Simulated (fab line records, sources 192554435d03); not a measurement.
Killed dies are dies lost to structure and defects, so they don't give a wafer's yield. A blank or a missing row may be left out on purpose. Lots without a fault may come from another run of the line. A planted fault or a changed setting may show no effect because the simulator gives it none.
Chamber matching | flow n5_finfet | N5_BEOL_M10_CURE_71 on uv_cure-03: 3 sister chambers
The step cures SiCOH lowk, time 240 s. 6 wafers are shown with their chamber, then 10 later ones without.

WAFERS WITH THEIR CHAMBER
wafer  | chamber | wafer_temp_C_max | lamp_power_pct (%)
L076.2 | 0       | 386.4            | 52.26
L076.3 | 0       | 386.4            | 52.22
L084.5 | 2       | 386.6            | 52.32
L084.6 | 2       | 386.6            | 52.32
L091.1 | 1       | 388.0            | 52.41
L091.3 | 1       | 387.0            | 52.28

WAFERS WITHOUT THEIR CHAMBER
wafer  | wafer_temp_C_max | lamp_power_pct (%)
L091.5 | 387.3            | 52.26
L093.1 | 387.1            | 52.25
L093.3 | 387.0            | 52.37
L093.4 | 387.2            | 52.22
L094.1 | 386.5            | 52.27
L094.5 | 387.2            | 52.35
L094.6 | 386.6            | 52.38
L096.1 | 385.8            | 52.28
L096.2 | 386.0            | 52.31
L096.5 | 385.7            | 52.37

WHICH CHAMBER EACH WENT THROUGH
wafer  | from the rows above          | in truth
L091.5 | can't be placed: 1 or 2 or 0 | 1
L093.1 | can't be placed: 0 or 2 or 1 | 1
L093.3 | can't be placed: 1 or 2 or 0 | 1
L093.4 | can't be placed: 0 or 2 or 1 | 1
L094.1 | can't be placed: 0 or 2      | 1
L094.5 | can't be placed: 1 or 2      | 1
L094.6 | can't be placed: 2 or 1 or 0 | 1
L096.1 | can't be placed: 0 or 2      | 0
L096.2 | can't be placed: 2 or 0      | 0
L096.5 | can't be placed: 2 or 0      | 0
Placed correctly: 0 of 10. Can't be placed from these rows: 10 (the true chamber is among the candidates in 9). Placed wrongly: 0.
How it was worked out, from the rows above alone: a wafer's distance from a chamber is the root of the sum, over the readings, of the square of ((its reading less the chamber's mean) divided by the reading's scatter). The wafer belongs to the nearest chamber; if the next one is less than 2 further off, it can't be placed. A chamber's mean is the mean of its shown wafers. The scatter: the root of (the sum of the squares of (reading less its chamber's mean) over the shown wafers, divided by (wafers less chambers)).
